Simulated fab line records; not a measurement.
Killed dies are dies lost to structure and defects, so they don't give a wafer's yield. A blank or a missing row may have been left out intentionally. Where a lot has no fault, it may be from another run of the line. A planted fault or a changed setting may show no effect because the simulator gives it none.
Which tool was responsible? -- flow nandHarc -- Sampling: 24 lots, 72 wafers, 6 of 1302 route steps

== WHAT THE GAUGES READ, wafer by wafer ==
NHARC_P_M0_CD_MEAS_16. Usual: 89.9 nm for cdNm, sd 0.59.
lot,measured,on,cdNm (nm),flag
L074,day 6 16:15,cdSem-01,90.1 91.3 90.0,
L075,day 6 16:59,cdSem-02,89.9 89.6 89.4,
L076,day 6 20:44,cdSem-03,90.2 90.1 89.5,
L077,day 7 02:58,cdSem-01,89.7 90.9 89.3,
L078,day 7 16:55,cdSem-01,90.4 89.5 90.6,
L079,day 8 11:37,cdSem-02,89.8 90.2 89.7,
L080,day 8 12:33,cdSem-02,90.1 89.2 89.4,
L081,day 9 06:04,cdSem-03,89.8 89.9 90.6,
L082,day 9 06:28,cdSem-01,90.0 90.7 90.6,
L083,day 9 18:41,cdSem-03,89.1 89.7 90.0,
L084,day 10 09:59,cdSem-01,88.9 89.5 89.7,
L085,day 10 17:18,cdSem-01,89.2 88.9 89.3,
L086,day 11 00:01,cdSem-02,90.7 90.5 90.4,
L089,day 12 00:37,cdSem-03,88.7 88.1 89.6,
L087,day 12 01:17,cdSem-03,90.6 90.7 89.6,
L088,day 12 02:13,cdSem-02,89.7 90.2 89.5,
L090,day 12 21:32,cdSem-01,90.3 90.5 90.3,
L091,day 13 00:31,cdSem-02,89.6 89.7 89.2,
L092,day 13 13:13,cdSem-01,90.1 89.5 89.6,
L093,day 13 23:32,cdSem-01,90.0 90.6 89.6,
L095,day 14 10:27,cdSem-01,89.3 89.3 88.4,
L094,day 14 11:05,cdSem-02,90.5 90.2 90.8,
L096,day 14 22:31,cdSem-01,90.4 90.6 89.5,
L097,day 15 12:56,cdSem-03,89.7 90.3 89.7,

NHARC_P_M0_THK_MEAS_24: measures by xrf. Usual: 117.5 nm for thkNm, sd 1.4.
lot,measured,on,thkNm (nm),flag
L074,day 6 18:16,filmMetro-01,118.7 116.3 118.5,
L075,day 6 19:01,filmMetro-01,116.7 117.5 115.8,
L076,day 6 22:46,filmMetro-01,117.1 118.8 118.8,
L077,day 7 04:58,filmMetro-01,117.2 118.2 116.0,
L078,day 7 19:13,filmMetro-02,117.1 118.8 117.7,
L079,day 8 13:39,filmMetro-02,116.2 117.1 117.0,
L080,day 8 14:34,filmMetro-01,117.7 117.3 118.1,
L081,day 9 08:05,filmMetro-02,115.7 118.5 115.3,
L082,day 9 08:31,filmMetro-02,118.1 117.7 116.6,
L083,day 9 20:41,filmMetro-02,116.3 117.9 118.9,
L084,day 10 11:59,filmMetro-02,117.6 114.5 114.3,
L085,day 10 19:19,filmMetro-02,118.1 119.1 117.5,
L086,day 11 02:02,filmMetro-01,117.3 117.7 117.1,
L089,day 12 02:38,filmMetro-02,115.1 118.1 118.0,
L087,day 12 03:19,filmMetro-02,117.4 120.0 118.1,
L088,day 12 04:21,filmMetro-01,117.7 117.3 118.8,
L090,day 12 23:35,filmMetro-01,118.7 118.3 118.4,
L091,day 13 02:34,filmMetro-01,117.4 119.4 118.7,
L092,day 13 15:16,filmMetro-01,118.6 115.5 114.0,
L093,day 14 01:32,filmMetro-01,116.5 120.6 117.5,
L095,day 14 12:28,filmMetro-02,119.5 117.6 119.2,
L094,day 14 13:08,filmMetro-01,118.4 116.9 118.6,
L096,day 15 00:33,filmMetro-02,116.4 115.1 116.1,
L097,day 15 15:13,filmMetro-02,118.7 118.1 117.0,

== WHAT TOOL EACH LOT RAN ON (gives the tool, then ch and the chambers of the sampled wafers, and finally the start) ==
lot,NHARC_P_GATE_DEGAS_109,NHARC_P_CONTACT_DEP_30,NHARC_P_CONTACT_ETCH_18,NHARC_P_M0_STRIP_18
L074,"pvdSputter-03, day 6 08:59","pecvd-04 ch 0,1, day 6 10:03","rieDiel-09 ch 0,2,3, day 6 16:15 or earlier","rieDiel-07 ch 1,2,3, day 6 16:20"
L075,"pvdSputter-02, day 6 09:10","pecvd-03 ch 0,1, day 6 10:11","rieDiel-10 ch 0,1,3, day 6 16:59 or earlier","rieDiel-02 ch 0,2,3, day 6 17:03"
L076,"pvdSputter-02, day 6 13:32","pecvd-04 ch 0,1, day 6 14:32","rieDiel-12 ch 0,1, day 6 20:44 or earlier","rieDiel-02 ch 1,2,3, day 6 20:52"
L077,"pvdSputter-03, day 6 18:57","pecvd-03 ch 1,2, day 6 20:02","rieDiel-12 ch 1,2, day 7 02:58 or earlier","rieDiel-07 ch 1,2,3, day 7 03:05"
L078,"pvdSputter-01, day 7 09:25","pecvd-04 ch 0,2, day 7 10:42","rieDiel-12 ch 0,1, day 7 16:55 or earlier","rieDiel-07 ch 0,1,2, day 7 17:02"
L079,"pvdSputter-02, day 8 04:22","pecvd-03 ch 1,2, day 8 05:25","rieDiel-09 ch 0,1,2, day 8 11:37 or earlier","rieDiel-13 ch 0,1,2, day 8 11:41"
L080,"pvdSputter-01, day 8 05:08","pecvd-04 ch 0,1,2, day 8 06:11","rieDiel-10 ch 0,2,3, day 8 12:33 or earlier","rieDiel-13 ch 1,2,3, day 8 12:40"
L081,"pvdSputter-03, day 8 22:43","pecvd-01 ch 0,1,2, day 8 23:46","rieDiel-12 ch 0,1,3, day 9 06:04 or earlier","rieDiel-02 ch 1,3, day 9 06:10"
L082,"pvdSputter-01, day 8 23:13","pecvd-04 ch 0,1,2, day 9 00:15","rieDiel-09 ch 0,1,2, day 9 06:28 or earlier","rieDiel-07 ch 1,2,3, day 9 06:36"
L083,"pvdSputter-03, day 9 11:26","pecvd-03 ch 0,1,2, day 9 12:32","rieDiel-09 ch 0,1,3, day 9 18:41 or earlier","rieDiel-02 ch 1,2, day 9 18:45"
L084,"pvdSputter-01, day 10 02:49","pecvd-04 ch 0,2, day 10 03:54","rieDiel-09 ch 1,2, day 10 09:59 or earlier","rieDiel-07 ch 1,2, day 10 10:04"
L085,"pvdSputter-03, day 10 09:49","pecvd-04 ch 0,1, day 10 10:52","rieDiel-09 ch 1,3, day 10 17:18 or earlier","rieDiel-13 ch 1,2, day 10 17:22"
L086,"pvdSputter-03, day 10 16:44","pecvd-04 ch 0,1, day 10 17:50","rieDiel-10 ch 2,3, day 11 00:01 or earlier","rieDiel-07 ch 1,3, day 11 00:05"
L089,"pvdSputter-01, day 11 16:47","pecvd-04 ch 0,1, day 11 17:56","rieDiel-10 ch 0,2,3, day 12 00:37 or earlier","rieDiel-02 ch 0,2,3, day 12 00:41"
L087,"pvdSputter-03, day 11 17:49","pecvd-04 ch 1,2, day 11 18:53","rieDiel-09 ch 1,2, day 12 01:17 or earlier","rieDiel-02 ch 0,2,3, day 12 01:26"
L088,"pvdSputter-03, day 11 18:45","pecvd-04 ch 1,2, day 11 19:56","rieDiel-12 ch 0,2,3, day 12 02:13 or earlier","rieDiel-02 ch 0,1,2, day 12 02:20"
L090,"pvdSputter-01, day 12 14:16","pecvd-01 ch 0,1,2, day 12 15:17","rieDiel-12 ch 0,1,3, day 12 21:32 or earlier","rieDiel-13 ch 0,1,3, day 12 21:37"
L091,"pvdSputter-01, day 12 17:34","pecvd-04 ch 0,1,2, day 12 18:34","rieDiel-09 ch 1,3, day 13 00:31 or earlier","rieDiel-02 ch 0,2,3, day 13 00:38"
L092,"pvdSputter-01, day 13 06:01","pecvd-04 ch 0,1, day 13 07:04","rieDiel-09 ch 0,2, day 13 13:13 or earlier","rieDiel-02 ch 0,2,3, day 13 13:17"
L093,"pvdSputter-02, day 13 16:19","pecvd-03 ch 0,1, day 13 17:20","rieDiel-09 ch 0,1,3, day 13 23:32 or earlier","rieDiel-13 ch 0,1,3, day 13 23:37"
L095,"pvdSputter-03, day 14 03:17","pecvd-04 ch 0,1,2, day 14 04:23","rieDiel-10 ch 1,2, day 14 10:27 or earlier","rieDiel-02 ch 0,1,2, day 14 10:35"
L094,"pvdSputter-02, day 14 03:48","pecvd-04 ch 0,1,2, day 14 04:55","rieDiel-12 ch 0,1,2, day 14 11:05 or earlier","rieDiel-02 ch 0,2,3, day 14 11:10"
L096,"pvdSputter-03, day 14 15:16","pecvd-03 ch 1,2, day 14 16:19","rieDiel-09 ch 0,1, day 14 22:31 or earlier","rieDiel-02 ch 0,1,3, day 14 22:35"
L097,"pvdSputter-02, day 15 05:28","pecvd-01 ch 0,1, day 15 06:29","rieDiel-09 ch 1,3, day 15 12:56 or earlier","rieDiel-02 ch 0,1,3, day 15 13:00"
- NHARC_P_GATE_DEGAS_109: time 60 s.
- NHARC_P_CONTACT_DEP_30: deposits SiNx, target thk 30 nm.
- NHARC_P_CONTACT_ETCH_18: etches the open film in C4F8/O2/Ar, target depth 481 nm, time 240.5 s.
- NHARC_P_M0_STRIP_18: strips in N2/H2.

== WHAT THE TOOLS THEMSELVES READ (means of the sampled wafers that have a number; where no wafer has one, the mark that the record gives instead) ==
NHARC_P_GATE_DEGAS_109. Usual: 454 W for heaterPowerW, sd 43.
lot,tool,heaterPowerW (W),flag
L074,pvdSputter-03,442,
L075,pvdSputter-02,437,
L076,pvdSputter-02,464,
L077,pvdSputter-03,446,
L078,pvdSputter-01,458,
L079,pvdSputter-02,471,
L080,pvdSputter-01,484,
L081,pvdSputter-03,458,
L082,pvdSputter-01,481,
L083,pvdSputter-03,439,
L084,pvdSputter-01,483,
L085,pvdSputter-03,445,
L086,pvdSputter-03,448,
L089,pvdSputter-01,498,
L087,pvdSputter-03,452,
L088,pvdSputter-03,441,
L090,pvdSputter-01,467,
L091,pvdSputter-01,468,
L092,pvdSputter-01,492,
L093,pvdSputter-02,462,
L095,pvdSputter-03,441,
L094,pvdSputter-02,448,
L096,pvdSputter-03,436,
L097,pvdSputter-02,403,

NHARC_P_CONTACT_DEP_30. Usual: heaterPowerOuterW 389 W, standard deviation 55; heaterPowerW 677 W, standard deviation 85.
lot,tool,heaterPowerOuterW (W),heaterPowerW (W),flag
L074,pecvd-04,388,685,
L075,pecvd-03,463,745,
L076,pecvd-04,385,694,
L077,pecvd-03,453,770,
L078,pecvd-04,397,702,
L079,pecvd-03,501,852,
L080,pecvd-04,371,656,
L081,pecvd-01,385,652,
L082,pecvd-04,326,594,
L083,pecvd-03,442,714,
L084,pecvd-04,348,645,
L085,pecvd-04,384,685,
L086,pecvd-04,367,668,
L089,pecvd-04,335,613,
L087,pecvd-04,354,624,
L088,pecvd-04,388,661,
L090,pecvd-01,387,677,
L091,pecvd-04,383,674,
L092,pecvd-04,383,666,
L093,pecvd-03,443,736,
L095,pecvd-04,387,680,
L094,pecvd-04,349,644,
L096,pecvd-03,426,735,
L097,pecvd-01,366,666,

NHARC_P_CONTACT_ETCH_18. Usual: oesProductAu 0.964 a.u., standard deviation 0.016; rfVppV 980 V, standard deviation 6.1.
lot,tool,oesProductAu (a.u.),rfVppV (V),flag
L074,rieDiel-09,0.978,981,
L075,rieDiel-10,0.968,978,
L076,rieDiel-12,0.970,976,
L077,rieDiel-12,0.968,985,
L078,rieDiel-12,0.957,980,
L079,rieDiel-09,0.968,985,
L080,rieDiel-10,0.938,975,
L081,rieDiel-12,0.967,977,
L082,rieDiel-09,0.966,985,
L083,rieDiel-09,0.929,981,
L084,rieDiel-09,0.951,987,
L085,rieDiel-09,0.927,983,
L086,rieDiel-10,0.979,972,
L089,rieDiel-10,0.979,975,
L087,rieDiel-09,0.965,988,
L088,rieDiel-12,0.959,976,
L090,rieDiel-12,0.978,977,
L091,rieDiel-09,0.974,983,
L092,rieDiel-09,0.974,985,
L093,rieDiel-09,0.973,981,
L095,rieDiel-10,0.980,975,
L094,rieDiel-12,0.961,981,
L096,rieDiel-09,0.964,980,
L097,rieDiel-09,0.972,980,

NHARC_P_M0_STRIP_18. Usual: drypumpMotorCurrentA 6.09 A, standard deviation 0.27; oesProductAu 1.002 a.u., standard deviation 0.0078; rfVppV 90.5 V, standard deviation 1.1; showerheadPlenumPTorr 2.00 Torr, standard deviation 0.13; throttleValvePct 14.170 %, standard deviation 0.0085.
lot,tool,drypumpMotorCurrentA (A),oesProductAu (a.u.),rfVppV (V),showerheadPlenumPTorr (Torr),throttleValvePct (%),flag
L074,rieDiel-07,5.93,0.998,90.5,2.06,14.179,
L075,rieDiel-02,6.06,1.000,90.4,1.98,14.175,
L076,rieDiel-02,6.01,0.995,91.2,1.98,14.158,
L077,rieDiel-07,5.93,1.002,91.1,2.06,14.174,
L078,rieDiel-07,5.90,1.004,90.4,1.96,14.183,
L079,rieDiel-13,6.37,1.006,91.0,2.00,14.162,
L080,rieDiel-13,6.26,0.999,89.8,2.00,14.176,
L081,rieDiel-02,5.75,1.003,90.9,1.89,14.168,
L082,rieDiel-07,5.95,0.996,90.7,2.05,14.165,
L083,rieDiel-02,6.14,0.997,90.2,1.97,14.165,
L084,rieDiel-07,5.80,1.005,90.7,1.96,14.169,
L085,rieDiel-13,6.36,1.003,90.2,2.06,14.172,
L086,rieDiel-07,6.00,1.004,91.4,2.10,14.168,
L089,rieDiel-02,6.09,1.006,90.2,1.97,14.168,
L087,rieDiel-02,6.08,1.005,90.0,1.97,14.168,
L088,rieDiel-02,6.21,1.003,90.3,2.08,14.162,
L090,rieDiel-13,6.32,0.999,91.7,2.01,14.175,
L091,rieDiel-02,6.09,1.010,90.6,1.97,14.178,
L092,rieDiel-02,6.06,1.011,90.5,1.97,14.166,
L093,rieDiel-13,6.31,1.007,90.2,2.00,14.170,
L095,rieDiel-02,6.20,0.996,90.5,2.07,14.159,
L094,rieDiel-02,6.07,1.005,90.3,1.97,14.168,
L096,rieDiel-02,5.92,0.996,90.4,1.99,14.159,
L097,rieDiel-02,5.96,0.999,90.2,1.99,14.171,

== THE ANSWER, worked out from the rows above alone ==
Rule: a lot counts as off when the mean over its wafers that have a number is more than 3 standard deviations away from the usual mean. Also off: a lot with no number at a reading for which 4 or more lots have one. The other lots that the step has rows for count as sound. The gauges are gone through in route order, then the tools' own readings, and for those a lot's mean is taken as printed above. At the first step where some lot is off, the reading lying furthest off is the one used; lots without a number count as furthest.
Nothing can be told from this: no lot is off at any reading shown.

== WHAT WAS PUT IN BY THE SIMULATOR ==
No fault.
